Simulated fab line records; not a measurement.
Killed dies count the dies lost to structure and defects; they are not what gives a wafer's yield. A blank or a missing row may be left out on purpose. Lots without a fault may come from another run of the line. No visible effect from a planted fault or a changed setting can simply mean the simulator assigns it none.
Problem report, 8D (eight disciplines) form, completed by code ; flow nand_harc ; the parts of the form that need people (team, actions taken, sign-off) are left out

## 1. WHAT WENT WRONG
killed_at_array at NHARC_END_SORT_01 reads a mean of 113 on 1 wafer of 1 lot; wafers without a fault read 28 with a standard deviation of 11. Relative to the usual mean, that is a shift of +7.7 standard deviations.
Earliest sighting: wafer L557.1 on prober-01 at day 24 12:01. The record holds 3 wafers of 1 lot with a number at this step. Rule for "out" (also "out of limits"): further than 4 standard deviations from the usual mean. All remaining wafers that have a number are taken as sound.

## 2. WHAT IT IS, WHAT IT ISN'T
question;is;is not
which readings at this step;killed_at_array, killed_dies;killed_at_other, killed_at_periphery, killed_open, killed_short
which lots;L557;-
which wafers of those lots;L557.1;L557.2, L557.6
read on which gauges;prober-01;-
when;from day 24 12:01;"up to then (0 sound wafers); but 2 sound wafers of L557 came after"

## 3. THE SUSPECTS, EACH WITH WHAT RULES IT OUT
Counting: if a tool at a process step up to the reading ran every lot that is out, it stays a suspect. Sound lots after the first of them don't rule it out here, since some wafers of a struck lot are sound.
- the gauge at NHARC_END_SORT_01: kept. All the wafers that are out were read on prober-01, and no step on other tools shows them out.
- rie_diel-09 at NHARC_A_CONTACT_ETCH_110 (etches the open film in CF4/O2, target depth 50 nm, overetch 5 nm, time 27.5 s): kept. It ran the lot that is out, L557 (day 22 01:30).
- pecvd-03 at NHARC_THIN_TSV_DEP_43 (deposits SiO2, target thk 1328.5 nm): kept. It ran the lot that is out, L557 (day 23 11:42).
- pecvd-02 at NHARC_THIN_TSV_DEP_47 (deposits SiO2, target thk 200 nm): kept. It ran the lot that is out, L557 (day 23 14:52).
- plasma_asher-02 at NHARC_THIN_TSV_STRIP_56 (strips in O2): kept. It ran the lot that is out, L557 (day 23 21:06).
- rie_diel-09, NHARC_A_CONTACT_ETCH_110: wafers that are out in chamber 0, sound lot-mates in chambers 1, 2.
Left after counting: rie_diel-09 at NHARC_A_CONTACT_ETCH_110, pecvd-03 at NHARC_THIN_TSV_DEP_43, pecvd-02 at NHARC_THIN_TSV_DEP_47, plasma_asher-02 at NHARC_THIN_TSV_STRIP_56, prober-01 at NHARC_END_SORT_01.

## 4. THE CAUSE (what the simulator had put in)
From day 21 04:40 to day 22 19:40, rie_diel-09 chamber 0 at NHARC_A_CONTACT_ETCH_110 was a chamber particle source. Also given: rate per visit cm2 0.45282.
After counting, 5 suspects remain, this tool included.

## 5. THE EFFECT CHAIN, in route order
Each row: a reading where the mean over the struck wafers with a number is more than 3 standard deviations away from the usual. Readings are gone through only where the record gives a usual standard deviation; hours: the median, over the lots, of the time from a lot's start at the first step in this table giving one to that lot's start at this step; sigmas: the change measured in usual standard deviations.
hours;step;reading;usual;on struck wafers;change;sigmas
0;NHARC_END_SORT_01;killed_at_array;28;113;+85;+7.7
0;NHARC_END_SORT_01;killed_dies;32;114;+82;+6.8

## 6. WHAT WOULD HAVE CAUGHT IT SOONER
79 hours passed between the start of the fault at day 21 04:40 and the first reading out of limits at a measuring or inspecting step in this record, taken at day 24 12:01.
Of the tool readings at NHARC_A_CONTACT_ETCH_110 for which the record gives a usual standard deviation, none was out on any struck wafer, so an alarm limit of 4 standard deviations on them would not have fired.
The start of NHARC_A_CONTACT_ETCH_110 on rie_diel-09 came by day 24 12:01 for every one of the lots that are out (1). None of them would have been spared by holding the tool at that moment.
